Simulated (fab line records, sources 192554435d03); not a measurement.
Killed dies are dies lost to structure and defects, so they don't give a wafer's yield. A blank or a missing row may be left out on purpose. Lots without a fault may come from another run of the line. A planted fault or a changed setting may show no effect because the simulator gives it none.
Which tool did it? | flow n5_finfet | 10 lots, 28 wafers sampled, at 5 steps of a route of 1938

WHAT THE GAUGES READ, wafer by wafer
N5_BEOL_M4_RC_MEAS_101. Usual: DIBL_N 35.8 mV/V, standard deviation 1.7; DIBL_P 35.3 mV/V, standard deviation 2; IOFF_N 0.150 nA/um, standard deviation 0.026; IOFF_P 0.194 nA/um, standard deviation 0.029; ION_N 667 uA/um, standard deviation 11; ION_P 456 uA/um, standard deviation 7.1; SS_N 71.4 mV/dec, standard deviation 0.65; SS_P 73.1 mV/dec, standard deviation 0.64; VT_N 251 mV, standard deviation 3; VT_P -252 mV, standard deviation 3.2.
lot  | measured     | on        | DIBL_N (mV/V)  | DIBL_P (mV/V)  | IOFF_N (nA/um)    | IOFF_P (nA/um)    | ION_N (uA/um) | ION_P (uA/um) | SS_N (mV/dec)  | SS_P (mV/dec)  | VT_N (mV)   | VT_P (mV)      | flag
L772 | day 9 17:53  | prober-01 | 36.5 32.5 35.6 | 36.8 32.0 36.5 | 0.156 0.103 0.150 | 0.193 0.136 0.190 | 678 649 675   | 461 447 466   | 72.2 70.9 71.2 | 73.0 71.8 74.1 | 253 258 250 | -252 -258 -254 |
L777 | day 11 08:04 | prober-02 | 33.9 31.8 34.2 | 32.9 31.0 33.7 | 0.125 0.097 0.125 | 0.150 0.135 0.157 | 669 644 662   | 448 443 453   | 71.4 69.8 71.0 | 72.4 72.2 72.5 | 255 256 253 | -255 -257 -254 |
L783 | day 12 22:44 | prober-02 | 37.4 35.1      | 38.0 34.1      | 0.163 0.126       | 0.246 0.182       | 681 656       | 466 449       | 70.8 70.7      | 73.6 72.2      | 250 253     | -247 -250      |
L785 | day 12 22:57 | prober-01 | 35.4 36.5      | 34.1 34.9      | 0.146 0.155       | 0.177 0.184       | 670 661       | 454 453       | 71.3 71.7      | 72.7 73.5      | 251 251     | -253 -252      |
L787 | day 14 01:52 | prober-02 | 36.2 37.0 35.2 | 37.5 36.5 35.8 | 0.165 0.162 0.137 | 0.234 0.206 0.201 | 667 678 659   | 458 464 459   | 71.4 71.6 71.2 | 74.2 73.9 73.3 | 244 249 250 | -247 -249 -250 |
L788 | day 14 01:35 | prober-01 | 34.5 34.4 36.1 | 34.0 32.9 35.3 | 0.121 0.116 0.143 | 0.179 0.167 0.204 | 650 656 668   | 454 451 455   | 71.1 70.8 71.9 | 73.7 72.8 72.8 | 254 255 253 | -250 -255 -251 |
L789 | day 14 15:55 | prober-01 | 38.3 34.6 37.8 | 35.3 32.8 36.3 | 0.174 0.125 0.165 | 0.187 0.152 0.194 | 662 664 672   | 449 457 459   | 72.7 70.5 71.2 | 73.4 71.7 72.6 | 247 250 249 | -253 -254 -252 |
L790 | day 14 15:12 | prober-02 | 36.4 35.6 38.0 | 34.8 34.5 37.2 | 0.156 0.137 0.190 | 0.168 0.160 0.194 | 648 665 679   | 436 450 455   | 72.4 71.5 72.3 | 73.4 73.4 74.3 | 254 251 248 | -253 -254 -253 |
L792 | day 15 02:43 | prober-01 | 33.6 33.7 33.3 | 33.6 32.3 32.0 | 0.139 0.123 0.122 | 0.173 0.147 0.149 | 664 652 652   | 454 452 445   | 70.7 70.9 70.9 | 72.6 71.9 72.5 | 250 254 251 | -253 -257 -256 |
L794 | day 15 11:44 | prober-02 | 37.6 36.5 36.8 | 35.2 35.3 36.0 | 0.177 0.159 0.167 | 0.217 0.212 0.225 | 680 669 679   | 463 461 464   | 71.3 70.4 71.2 | 73.9 72.7 73.7 | 248 250 250 | -248 -250 -252 |

WHICH TOOL RAN EACH LOT (tool, then ch and the chambers of the sampled wafers, then the start)
lot  | N5_HKMG_FIN_STRIP_19                | N5_HKMG_FIN_ALD_71                  | N5_HKMG_FIN_ALD_21                  | N5_GATE_CUT_ETCH_56
L772 | plasma_asher-02 ch 0,1, day 4 06:42 | ald_metal-02 ch 0,1,2, day 4 08:17  | ald_metal-01 ch 1,2,3, day 4 09:23  | rie_metal-01 ch 0, day 4 10:47
L777 | plasma_asher-01 ch 0,1, day 5 15:15 | ald_metal-01 ch 1,2,3, day 5 16:46  | ald_metal-03 ch 0,2,3, day 5 17:50  | rie_metal-01 ch 0,1, day 5 19:16
L783 | plasma_asher-01 ch 1, day 7 05:52   | ald_metal-02 ch 1,2, day 7 07:20    | ald_metal-01 ch 1,3, day 7 08:46    | rie_metal-01 ch 0,1, day 7 10:14
L785 | plasma_asher-01 ch 0,1, day 7 12:53 | ald_metal-03 ch 0,1, day 7 14:21    | ald_metal-01 ch 3, day 7 15:31      | rie_metal-01 ch 0,1, day 7 16:55
L787 | plasma_asher-01 ch 0, day 8 01:10   | ald_metal-02 ch 1,2, day 8 02:41    | ald_metal-03 ch 0,1,3, day 8 03:46  | rie_metal-01 ch 0,1, day 8 05:13
L788 | plasma_asher-01 ch 0,1, day 8 06:25 | ald_metal-02 ch 2,3, day 8 07:45    | ald_metal-02 ch 1,3, day 8 08:50    | rie_metal-01 ch 0,1, day 8 10:16
L789 | plasma_asher-02 ch 0,1, day 8 10:16 | ald_metal-01 ch 1,2,3, day 8 11:44  | ald_metal-02 ch 0,2, day 8 12:49    | rie_metal-03 ch 0,1, day 8 14:13
L790 | plasma_asher-01 ch 0,1, day 8 18:35 | ald_metal-01 ch 0,1, day 8 20:14    | ald_metal-02 ch 1,2,3, day 8 21:20  | rie_metal-03 ch 0,1, day 8 22:44
L792 | plasma_asher-02 ch 0,1, day 9 08:18 | ald_metal-02 ch 0,1,3, day 9 09:46  | ald_metal-02 ch 0,3, day 9 10:56    | rie_metal-01 ch 0,1, day 9 12:20
L794 | plasma_asher-01 ch 0,1, day 9 23:40 | ald_metal-02 ch 0,1,2, day 10 01:08 | ald_metal-03 ch 0,2,3, day 10 02:13 | rie_metal-02 ch 0,1, day 10 03:37
- N5_HKMG_FIN_STRIP_19: strips in N2/H2, time 360 s.
- N5_HKMG_FIN_ALD_71: deposits TiN, target thk 1 nm, pulse time 1 s, purge time 3 s.
- N5_HKMG_FIN_ALD_21: deposits TiN, target thk 1.5 nm, pulse time 1 s, purge time 3 s.
- N5_GATE_CUT_ETCH_56: etches TiN in Cl2/Ar, target depth 21.6 nm.

WHAT THE TOOLS THEMSELVES READ (means of the sampled wafers that have a number; where no wafer has one, the mark that the record gives instead)
N5_HKMG_FIN_STRIP_19. Usual: drypump_motor_current_A 5.89 A, standard deviation 0.19; heater_power_w 463 W, standard deviation 43; n2_flow_sccm 1750 sccm, standard deviation 5.7.
lot  | tool            | drypump_motor_current_A (A) | heater_power_w (W) | n2_flow_sccm (sccm) | flag
L772 | plasma_asher-02 | 5.78                        | 487                | 1744                |
L777 | plasma_asher-01 | 5.93                        | 460                | 1749                |
L783 | plasma_asher-01 | 5.78                        | 426                | 1751                |
L785 | plasma_asher-01 | 5.91                        | 450                | 1754                |
L787 | plasma_asher-01 | 6.03                        | 482                | 1749                |
L788 | plasma_asher-01 | 5.86                        | 446                | 1751                |
L789 | plasma_asher-02 | 5.80                        | 496                | 1748                |
L790 | plasma_asher-01 | 5.94                        | 462                | 1745                |
L792 | plasma_asher-02 | 5.79                        | 503                | 1745                |
L794 | plasma_asher-01 | 5.85                        | 443                | 1758                |

N5_HKMG_FIN_ALD_71. Usual: heater_power_outer_w 517 W, standard deviation 74; heater_power_w 826 W, standard deviation 93; precursor_pulse_height_rel 1.000, standard deviation 0.021.
lot  | tool         | heater_power_outer_w (W) | heater_power_w (W) | precursor_pulse_height_rel | flag
L772 | ald_metal-02 | 537                      | 795                | 1.016                      |
L777 | ald_metal-01 | 474                      | 781                | 0.998                      |
L783 | ald_metal-02 | 472                      | 750                | 0.999                      |
L785 | ald_metal-03 | 554                      | 883                | 1.004                      |
L787 | ald_metal-02 | 477                      | 740                | 0.990                      |
L788 | ald_metal-02 | 451                      | 727                | 1.005                      |
L789 | ald_metal-01 | 468                      | 790                | 0.998                      |
L790 | ald_metal-01 | 490                      | 844                | 1.008                      |
L792 | ald_metal-02 | 541                      | 844                | 0.991                      |
L794 | ald_metal-02 | 532                      | 832                | 1.002                      |

N5_HKMG_FIN_ALD_21. Usual: heater_power_outer_w 539 W, standard deviation 77; heater_power_w 853 W, standard deviation 89; precursor_pulse_height_rel 1.000, standard deviation 0.02.
lot  | tool         | heater_power_outer_w (W) | heater_power_w (W) | precursor_pulse_height_rel | flag
L772 | ald_metal-01 | 471                      | 799                | 0.994                      |
L777 | ald_metal-03 | 589                      | 951                | 1.004                      |
L783 | ald_metal-01 | 473                      | 824                | 1.025                      |
L785 | ald_metal-01 | 502                      | 850                | 1.003                      |
L787 | ald_metal-03 | 557                      | 893                | 0.995                      |
L788 | ald_metal-02 | 474                      | 768                | 0.988                      |
L789 | ald_metal-02 | 507                      | 798                | 0.999                      |
L790 | ald_metal-02 | 461                      | 750                | 1.003                      |
L792 | ald_metal-02 | 530                      | 834                | 0.985                      |
L794 | ald_metal-03 | 594                      | 948                | 0.994                      |

N5_GATE_CUT_ETCH_56. Usual: drypump_motor_current_A 5.2 A, standard deviation 0.37; mfc_cl2_sccm 39.99 sccm, standard deviation 0.12; oes_product_au 0.74 a.u., standard deviation 0.15; throttle_valve_pct 21.0 %, standard deviation 0.38.
lot  | tool         | drypump_motor_current_A (A) | mfc_cl2_sccm (sccm) | oes_product_au (a.u.) | throttle_valve_pct (%) | flag
L772 | rie_metal-01 | 4.8                         | 39.94               | 0.59                  | 21.3                   |
L777 | rie_metal-01 | 5.1                         | 40.06               | 0.59                  | 21.3                   |
L783 | rie_metal-01 | 5.2                         | 39.98               | 0.60                  | 21.3                   |
L785 | rie_metal-01 | 5.2                         | 40.13               | 0.60                  | 21.3                   |
L787 | rie_metal-01 | 5.1                         | 39.97               | 0.59                  | 21.3                   |
L788 | rie_metal-01 | 5.1                         | 39.87               | 0.59                  | 21.3                   |
L789 | rie_metal-03 | 5.1                         | 40.07               | 0.89                  | 20.6                   |
L790 | rie_metal-03 | 5.2                         | 40.04               | 0.88                  | 20.6                   |
L792 | rie_metal-01 | 5.1                         | 39.91               | 0.59                  | 21.3                   |
L794 | rie_metal-02 | 5.4                         | 39.84               | 0.86                  | 20.6                   |

THE ANSWER, worked out from the rows above alone
Rule: a lot is off if the mean of its wafers that have a number lies more than 3 standard deviations from the usual mean. A lot without any number at a reading at which 4 lots or more have one is off too. The other lots that the step has rows for count as sound. The gauges are gone through in route order, then the tools' own readings, and for those a lot's mean is taken as printed above. The first step at which some lot is off is used, and at that step the reading that is off furthest; a lot without a number counts as furthest.
No lot is off at any reading shown: from this, nothing can be told.

WHAT THE SIMULATOR HAD PUT IN
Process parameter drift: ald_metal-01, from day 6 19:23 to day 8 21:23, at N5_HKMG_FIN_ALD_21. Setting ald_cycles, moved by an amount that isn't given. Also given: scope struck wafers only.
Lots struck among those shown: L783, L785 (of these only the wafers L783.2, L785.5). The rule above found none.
